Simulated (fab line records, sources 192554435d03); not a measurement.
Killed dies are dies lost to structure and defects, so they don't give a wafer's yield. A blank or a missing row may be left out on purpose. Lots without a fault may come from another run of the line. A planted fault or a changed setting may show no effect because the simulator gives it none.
Problem report in the 8D (eight disciplines) form, filled by code | flow n5_finfet | the parts of the form that need people (team, actions taken, sign-off) are left out

1. THE PROBLEM
spin_speed_rpm at N5_BEOL_M11_COAT_22 reads a mean of 1596.3 rpm on 6 wafers of 2 lots; wafers without a fault read 1499.8 rpm with a standard deviation of 0.94. That is +99 or more standard deviations from the usual mean.
The step: resist thk 90 nm.
First seen on wafer L860.3, day 12 07:37, on litho_track-05. The record holds 18 wafers of 6 lots with a number at this step. Rule for "out", or "out of limits": more than 4 standard deviations from the usual mean. The other wafers with a number count as sound.

2. WHAT IT IS AND WHAT IT IS NOT
question                    | is                     | is not
which readings at this step | spin_speed_rpm         | -
which lots                  | L860, L862             | L852, L854, L870, L871
which wafers of those lots  | all that have a number | -
read on which tools         | litho_track-05         | litho_track-04
when                        | from day 12 07:37      | up to then (6 sound wafers); but 6 sound wafers of L870, L871 came after

3. SUSPECTS, AND WHAT RULES EACH OUT
Counting: a tool at a process step up to the reading stays a suspect if it ran every lot that is out and no sound lot after the first of them.
- rie_metal-02 at N5_BEOL_M11_HM_OPEN_17 (chemistry Cl2/BCl3, target TiN, target depth 20 nm, overetch 6 nm): ruled out as a lasting fault. Sound lots L870 ran on it after its first lot that is out, L860 (day 12 07:19).
- rie_diel-01 at N5_BEOL_M11_STRIP_19 (strips in O2): kept. It ran every lot that is out, first L860 (day 12 07:24), and no sound lot after that; its last sound lot up to then is L852 (day 11 08:52).
- litho_track-05 at N5_BEOL_M11_COAT_22 (resist thk 90 nm): kept. It ran every lot that is out, first L860 (day 12 07:37), and no sound lot after that; its last sound lot up to then is L852 (day 11 09:16). Its own readings are out on those wafers: spin_speed_rpm.
Left after counting: rie_diel-01 at N5_BEOL_M11_STRIP_19, litho_track-05 at N5_BEOL_M11_COAT_22.

4. THE CAUSE (what the simulator had put in)
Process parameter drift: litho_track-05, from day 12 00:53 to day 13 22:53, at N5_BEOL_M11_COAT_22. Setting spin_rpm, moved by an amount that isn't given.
Counting left 2 suspects, and this tool is among them.

5. THE CHAIN OF EFFECTS, in route order
Each row: a reading whose mean over the struck wafers that have a number lies more than 3 standard deviations from the usual. Only readings for which the record gives a usual standard deviation are gone through. hours: the time from each lot's start at the first step in this table that gives one to its start at this step, as a median over the lots. sigmas: the change in usual standard deviations.
hours | step                | reading        | usual      | on struck wafers | change | sigmas
0     | N5_BEOL_M11_COAT_22 | spin_speed_rpm | 1499.8 rpm | 1596.3           | +96.5  | +99 or more
The process steps in it:
- N5_BEOL_M11_COAT_22: resist thk 90 nm.
Later measuring or inspecting steps at which every struck wafer that the step has a row for has a number for every such reading, and none has moved that far: N5_BEOL_M11_CD_MEAS_28, N5_BEOL_M11_OVL_MEAS_29, N5_BEOL_M11_INSPECT_30.

6. WHAT WOULD HAVE CAUGHT IT SOONER
In this record the first reading out of limits was taken at day 12 07:37, 7 hours after the fault began at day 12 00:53.
